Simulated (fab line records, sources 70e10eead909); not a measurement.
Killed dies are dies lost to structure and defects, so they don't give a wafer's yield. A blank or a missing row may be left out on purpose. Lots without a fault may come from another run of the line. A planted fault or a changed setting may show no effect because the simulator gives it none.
Chamber matching | flow nand_harc | NHARC_P_BONDPAD_STRIP_15 on rie_diel-13: 4 sister chambers
The step strips in O2. 14 wafers are shown with their chamber, then 7 later ones without.

WAFERS WITH THEIR CHAMBER
wafer  | chamber | showerhead_plenum_p_Torr (Torr) | drypump_motor_current_A (A) | oes_product_au (a.u.)
L075.2 | 2       | 3.33                            | 6.44                        | 1.011
L075.4 | 3       | 3.46                            | 5.92                        | 1.016
L075.5 | 0       | 3.30                            | 6.05                        | 1.016
L078.2 | 2       | 3.33                            | 6.47                        | 1.015
L078.3 | 3       | 3.46                            | 5.90                        | 1.020
L078.6 | 2       | 3.33                            | 6.44                        | 1.017
L082.2 | 3       | 3.46                            | 5.86                        | 1.006
L082.3 | 1       | 3.77                            | 6.26                        | 1.001
L082.6 | 1       | 3.77                            | 6.25                        | 0.996
L093.1 | 1       | 3.77                            | 6.25                        | 0.996
L093.2 | 0       | 3.29                            | 6.04                        | 1.003
L093.5 | 0       | 3.29                            | 6.04                        | 1.005
L096.3 | 0       | 3.29                            | 6.03                        | 0.999
L096.4 | 0       | 3.29                            | 6.04                        | 1.002

SIGNATURES (means of the wafers above)
reading                  | chamber 0 | chamber 1 | chamber 2 | chamber 3 | scatter within a chamber
showerhead_plenum_p_Torr | 3.2920    | 3.7700    | 3.3300    | 3.4600    | 0.00283
drypump_motor_current_A  | 6.0400    | 6.2533    | 6.4500    | 5.8933    | 0.0165
oes_product_au           | 1.00500   | 0.99767   | 1.01433   | 1.01400   | 0.00556
Rule: a wafer's distance from a chamber is the root of the sum, over the readings, of the square of ((its reading less the chamber's mean) divided by the reading's scatter). The wafer belongs to the nearest chamber; if the next one is less than 2 further off, it can't be placed. The scatter: the root of (the sum of the squares of (reading less its chamber's mean) over the shown wafers, divided by (wafers less chambers)).

WAFERS WITHOUT THEIR CHAMBER
wafer  | showerhead_plenum_p_Torr (Torr) | drypump_motor_current_A (A) | oes_product_au (a.u.)
L096.6 | 3.45                            | 5.89                        | 0.996
L097.1 | 3.45                            | 5.91                        | 0.995
L097.2 | 3.77                            | 6.29                        | 1.000
L097.3 | 3.29                            | 6.01                        | 1.008
L097.4 | 3.33                            | 6.43                        | 0.992
L097.5 | 3.33                            | 6.48                        | 0.997
L097.6 | 3.77                            | 6.24                        | 0.987

WHICH CHAMBER EACH WENT THROUGH
wafer  | from the rows above | in truth
L096.6 | 3                   | 3
L097.1 | 3                   | 3
L097.2 | 1                   | 1
L097.3 | 0                   | 0
L097.4 | 2                   | 2
L097.5 | 2                   | 2
L097.6 | 1                   | 1
Placed correctly: 7 of 7. Can't be placed from these rows: 0. Placed wrongly: 0.
